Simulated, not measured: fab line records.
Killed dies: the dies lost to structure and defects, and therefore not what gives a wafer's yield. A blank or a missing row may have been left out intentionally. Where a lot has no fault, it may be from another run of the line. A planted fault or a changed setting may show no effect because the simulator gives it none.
A lot that was struck, set against a sound lot | flow n5_finfet | 37 steps out of a route of 1938
Sound: these wafers, L286.1, L286.3, L286.6. The struck wafers were L304.1, L304.2, L304.3. The cause comes at the end.
At each step with rows: each side's tool, then ch and its chambers, then its first start. Under that, the readings that differ: sound wafers | struck wafers | difference of the means | sigmas: that difference in standard deviations of wafers without a fault.
alike: same words and numbers on both sides, and readings whose means sit less than 2 such deviations apart. not compared: any withheld reading, any reading some wafer has no value for, any bound like >300 that may hide the same value, and any number with overlapping values for which the record gives no deviation.
Wherever a step has rows on one side only, a row that says differs or no value, or a row with sigmas, the two part there. Numbers that don't overlap but have no deviation are shown without sigmas and don't part them. Lack of a reading on every wafer of one side parts them only where that side has two or more wafers.

first, 9 steps without rows for these wafers: N5_BEOL_M4_ANNEAL_95 (time 240 s); N5_BEOL_M4_SPUTTER_96 (material Cu, target thk 4.5 nm, time 8.29 s); N5_BEOL_M4_ECD_50 (material Cu, target thk 300 nm); N5_BEOL_M4_ANNEAL_51 (time 90 s); N5_BEOL_M4_CMP_52 (polishes, stops on SiOC, t overpolish 6.8 s, target thk 40 nm); N5_BEOL_M4_PRE_CLEAN_60 (time 15 s); N5_BEOL_M4_CO_CAP_55 (material Co, precursor CCTBA/H2, target thk 2 nm, time 102.1 s); N5_BEOL_M4_PRE_CLEAN_56 (time 15 s); N5_BEOL_M4_DEP_57 (deposits SiCN from 3MS/NH3, target thk 8 nm, time 14 s).
N5_BEOL_M4_RC_MEAS_101:
  sound on prober-02 ch 0, day 10 07:56; struck on prober-01 ch 0, day 14 19:16
  alike: DIBL_N, DIBL_P, IOFF_N, IOFF_P, ION_N, ION_P, SS_N, SS_P, VT_N, VT_P
then, 24 steps without rows for these wafers: N5_BEOL_M5_ILD_DEP_00 (deposits SiCOH lowk from DEMS/porogen, target thk 140.64 nm, time 25.9 s); N5_BEOL_M5_CURE_79 (cures SiCOH lowk, time 240 s); N5_BEOL_M5_PECVD_70 (deposits SiO2 from TEOS/O2, target thk 16 nm, time 18 s); N5_BEOL_M5_HM_DEP_02 (deposits TiN, target thk 20 nm); N5_BEOL_M5_COAT_59 (time 60 s, resist thk 60 nm); N5_BEOL_M5_COAT_60 (time 60 s, resist thk 12 nm); N5_BEOL_M5_COAT_71 (time 60 s, resist thk 5 nm); N5_BEOL_M5_COAT_05 (resist thk 30 nm); N5_BEOL_M5_EBR_07; N5_BEOL_M5_SOFTBAKE_06 (time 60 s); N5_BEOL_M5_EXPOSE_08 (exposes mask M5, target cd 28 nm); N5_BEOL_M5_PEB_09 (peb time 60 s); N5_BEOL_M5_DEVELOP_10 (develop time 30 s); N5_BEOL_M5_DESCUM_16 (chemistry O2, time 7 s); N5_BEOL_M5_ETCH_72 (etches underlayer in N2/H2, target depth 6.5 nm, time 5.2 s); N5_BEOL_M5_ETCH_61 (etches SiARC in CF4, target depth 15.6 nm, time 26 s); N5_BEOL_M5_ETCH_62 (etches SOC in N2/H2, target depth 75 nm, overetch 15 nm, time 112.5 s); N5_BEOL_M5_STRIP_63 (strips in N2/H2); N5_BEOL_M5_STRIP_73 (strips in N2/H2); N5_BEOL_M5_STRIP_64 (strips in CF4); N5_BEOL_M5_HM_OPEN_17 (chemistry Cl2/BCl3, target TiN, target depth 20 nm, overetch 6 nm); N5_BEOL_M5_STRIP_19 (strips in O2); N5_BEOL_M5_COAT_65 (time 60 s, resist thk 60 nm); N5_BEOL_M5_COAT_66 (time 60 s, resist thk 12 nm).
-- a jump in the record: the struck wafers' starts before and after are 2 days apart (it breaks off in module BEOL_M5 and resumes in module BEOL_M9, where the first step shown is number 1462 of the route) --
N5_BEOL_M9_ECD_50: material Cu, target thk 318 nm.
  sound on ecd_cu-02 ch 1, day 12 08:52; struck on ecd_cu-01 ch 0,1, day 17 01:55
N5_BEOL_M9_CMP_52: polishes, stops on SiCOH lowk, t overpolish 7 s, target thk 140 nm.
  sound on cmp-04 ch 0,1, day 12 09:24; struck on cmp-02 ch 1,2,3, day 17 02:19
  reading                | sound    | struck | difference | sigmas
  time_to_endpoint_s (s) | 68 66 67 | 0 3 3  | -65        | -14
  alike: motor_current_A
-- record jumps: 3 days separate the struck wafers' starts on either side; left off in module BEOL_M9, taken up again in module PASSIVATION, whose first shown step is the route's number 1936 --
N5_PASSIVATION_PROBE_49:
  the record has rows for the struck wafers here (prober-02, day 20 04:02) and none for the sound ones

WHERE THEY PART
Last at N5_PASSIVATION_PROBE_49 as far as this record goes, first at N5_BEOL_M9_CMP_52.

WHY: what the simulator had put in
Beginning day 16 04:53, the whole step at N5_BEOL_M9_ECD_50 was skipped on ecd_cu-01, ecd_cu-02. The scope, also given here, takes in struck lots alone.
